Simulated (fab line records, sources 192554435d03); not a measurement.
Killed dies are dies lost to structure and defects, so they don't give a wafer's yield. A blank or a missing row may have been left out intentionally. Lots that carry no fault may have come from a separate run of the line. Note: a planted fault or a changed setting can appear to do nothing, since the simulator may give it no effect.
One fault through the eyes of 3 desks -- flow n5 finfet -- numbers are kept per desk, each desk with only its own; the story behind them comes last

## THE METROLOGY DESK
Lot by lot, what the gauges showed, no matter which tool ran the lot: averages of those sampled wafers that carry a number. A lot is out of limits, marked OUT, if its mean lies more than 4 standard deviations from the usual mean; the brackets give that distance. Only the readings that lie furthest out on some lot appear, 7 of the 11 it has.
Columns: A = thk nm at N5_ILD0_THK_MEAS_13, usual 17.5 nm; B = DIBL_P at N5_BEOL_M4_RC_MEAS_101, usual 36.6 mV/V; C = IOFF_P at N5_BEOL_M4_RC_MEAS_101, usual 0.217 nA/um; D = ION_P at N5_BEOL_M4_RC_MEAS_101, usual 464 uA/um; E = SS_P at N5_BEOL_M4_RC_MEAS_101, usual 73.4 mV/dec; F = VT_N at N5_BEOL_M4_RC_MEAS_101, usual 250.0 mV; G = VT_P at N5_BEOL_M4_RC_MEAS_101, usual -250 mV
lot,first seen here,A,B,C,D,E,F,G
L152,day 4 03:33,19.1,36.3,0.201,463,72.9,250.4,-250
L153,day 4 09:13,16.4,36.6,0.206,463,73.4,249.8,-250
L157,day 5 11:28,18.4,35.8,0.220,466,73.0,249.6,-246
L159,day 5 19:44,17.4,37.5,0.259,474,73.8,248.5,-244
L160,day 6 07:35,17.0,34.8,0.205,465,73.0,249.7,-250
L165,day 7 03:23,16.8,36.9,0.222,465,73.7,251.1,-248
L167,day 7 16:31,17.8,35.6,0.167,451,72.9,253.7,-256
L170,day 8 11:11,16.9,37.1,0.212,463,73.3,252.0,-251
L171,day 8 17:19,18.6,34.6,0.192,462,72.3,253.0,-250
L174,day 9 12:45,18.9,36.3,0.218,462,73.6,248.0,-251
Result from this desk: across the 10 lots, nothing is out of limits.

## THE TOOL OWNER'S DESK: cmp-04
The tool's own readings at N5_SDB_CMP_30 (polishes, stops on poly-Si, t overpolish 1.54 s, target thk 30 nm): means of the sampled wafers that have a number, for each lot that ran on this tool. A lot is out of limits, marked OUT, if its mean lies more than 4 standard deviations from the usual mean; the brackets give that distance.
Columns: A = motor current A at N5_SDB_CMP_30, usual 12.9 A; B = overpolish run s at N5_SDB_CMP_30, usual 1.541 s; C = time to endpoint s at N5_SDB_CMP_30, usual 17.1 s
lot,first seen here,A,B,C
L153,day 4 13:45,12.9,1.544,14.6
L157,day 5 15:44,13.5,1.532,23.0
L159,day 6 00:13,13.1,1.549,24.2
L160,day 6 12:02,13.0,1.542,24.0
Result from this desk: across the 4 lots, nothing is out of limits.

## THE DEFECT DESK
What the inspections along the route counted, lot by lot: means of the sampled wafers that have a number. A lot is out of limits, marked OUT, if its mean lies more than 4 standard deviations from the usual mean; the brackets give that distance.
Columns: A = raw defect count at N5_SD_ACTIVATION_INSPECT_02, usual 180
lot,first seen here,A
L152,day 3 19:48,177
L153,day 4 02:56,221
L157,day 5 05:02,154
L159,day 5 13:29,186
L160,day 6 00:41,193
L165,day 6 20:56,155
L167,day 7 10:14,192
L170,day 8 04:14,175
L171,day 8 11:01,175
L174,day 9 06:10,125
Result from this desk: across the 10 lots, nothing is out of limits.

## TAKEN TOGETHER
At the metrology desk, nothing out of limits was observed.
Nothing out of limits was seen by the tool owner's desk.
Nothing out of limits was seen by the defect desk.

## WHAT HAD BEEN PUT IN BY THE SIMULATOR
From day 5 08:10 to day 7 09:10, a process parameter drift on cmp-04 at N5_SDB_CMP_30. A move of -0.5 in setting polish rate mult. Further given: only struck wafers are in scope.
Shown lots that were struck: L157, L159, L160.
